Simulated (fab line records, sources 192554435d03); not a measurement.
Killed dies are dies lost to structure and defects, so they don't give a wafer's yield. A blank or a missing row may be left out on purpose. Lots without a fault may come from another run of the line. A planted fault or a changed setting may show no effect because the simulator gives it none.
One fault seen from 3 desks | flow n5_finfet | each desk has only its own numbers; what lay behind them comes last

THE DEFECT DESK
What the inspections along the route counted, lot by lot: means of the sampled wafers that have a number. A lot is out of limits, marked OUT, if its mean lies more than 4 standard deviations from the usual mean; the brackets give that distance.
Columns: A = raw_defect_count at N5_BEOL_M3_INSPECT_30, usual 427
lot  | first seen here | A
L187 | day 8 01:38     | 429
L190 | day 8 14:12     | 448
L191 | day 8 15:33     | 490
L197 | day 11 04:41    | 405
L203 | day 12 08:26    | 317
L205 | day 12 18:58    | 432
This desk's finding: nothing out of limits on any of the 6 lots.

THE METROLOGY DESK
What the gauges read, lot by lot, whatever tool the lot ran on: means of the sampled wafers that have a number. A lot is out of limits, marked OUT, if its mean lies more than 4 standard deviations from the usual mean; the brackets give that distance. Of its 13 readings 7 are shown: those that lie furthest out on some lot.
Columns: A = DIBL_N at N5_BEOL_M4_RC_MEAS_101, usual 36.5 mV/V; B = DIBL_P at N5_BEOL_M4_RC_MEAS_101, usual 36.4 mV/V; C = IOFF_N at N5_BEOL_M4_RC_MEAS_101, usual 0.17 nA/um; D = IOFF_P at N5_BEOL_M4_RC_MEAS_101, usual 0.21 nA/um; E = ION_P at N5_BEOL_M4_RC_MEAS_101, usual 462 uA/um; F = VT_N at N5_BEOL_M4_RC_MEAS_101, usual 249 mV; G = VT_P at N5_BEOL_M4_RC_MEAS_101, usual -251 mV
lot  | first seen here | A    | B    | C    | D    | E   | F   | G
L187 | day 8 01:06     | 38.1 | 37.4 | 0.19 | 0.22 | 458 | 247 | -252
L190 | day 8 13:40     | 38.1 | 38.1 | 0.21 | 0.26 | 464 | 245 | -249
L191 | day 8 15:09     | 36.9 | 35.5 | 0.15 | 0.19 | 451 | 251 | -254
L197 | day 11 04:09    | 36.9 | 35.6 | 0.14 | 0.19 | 456 | 251 | -254
L203 | day 12 08:02    | 33.0 | 33.6 | 0.12 | 0.15 | 456 | 255 | -257
L205 | day 12 18:32    | 38.3 | 38.3 | 0.20 | 0.27 | 466 | 247 | -247
This desk's finding: nothing out of limits on any of the 6 lots.

THE TOOL OWNER'S DESK: litho_track-03
The tool's own readings at N5_BEOL_M3_COAT_22 (resist thk 30 nm): means of the sampled wafers that have a number, for each lot that ran on this tool. A lot is out of limits, marked OUT, if its mean lies more than 4 standard deviations from the usual mean; the brackets give that distance.
Columns: A = spin_speed_rpm at N5_BEOL_M3_COAT_22, usual 1500.0 rpm
lot  | first seen here | A
L187 | day 8 01:08     | 1499.5
L190 | day 8 13:43     | 1500.0
L203 | day 12 08:05    | 1314.1 (-99 or more) OUT
L205 | day 12 18:35    | 1316.6 (-99 or more) OUT
This desk's finding: out of limits on L203, L205; first on L203, day 12 08:05 (spin_speed_rpm at N5_BEOL_M3_COAT_22). In limits: L187, L190.

PUT TOGETHER
The tool owner's desk could have raised an alarm at day 12 08:05, on L203, L205.
The defect desk saw nothing out of limits.
The metrology desk saw nothing out of limits.
The defect desk has L203, L205 on record, within its limits.
The metrology desk has L203, L205 on record, within its limits.
Of the lots named, all ran N5_BEOL_M3_COAT_22 on litho_track-03.

WHAT THE SIMULATOR HAD PUT IN
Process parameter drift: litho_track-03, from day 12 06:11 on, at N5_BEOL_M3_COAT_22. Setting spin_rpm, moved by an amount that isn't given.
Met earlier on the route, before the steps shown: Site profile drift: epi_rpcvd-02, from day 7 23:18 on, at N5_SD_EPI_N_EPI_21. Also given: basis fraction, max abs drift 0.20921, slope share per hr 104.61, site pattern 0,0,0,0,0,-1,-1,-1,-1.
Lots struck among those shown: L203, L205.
Hours from the fault's start to each desk's first reading out of limits: the tool owner's desk, 2.
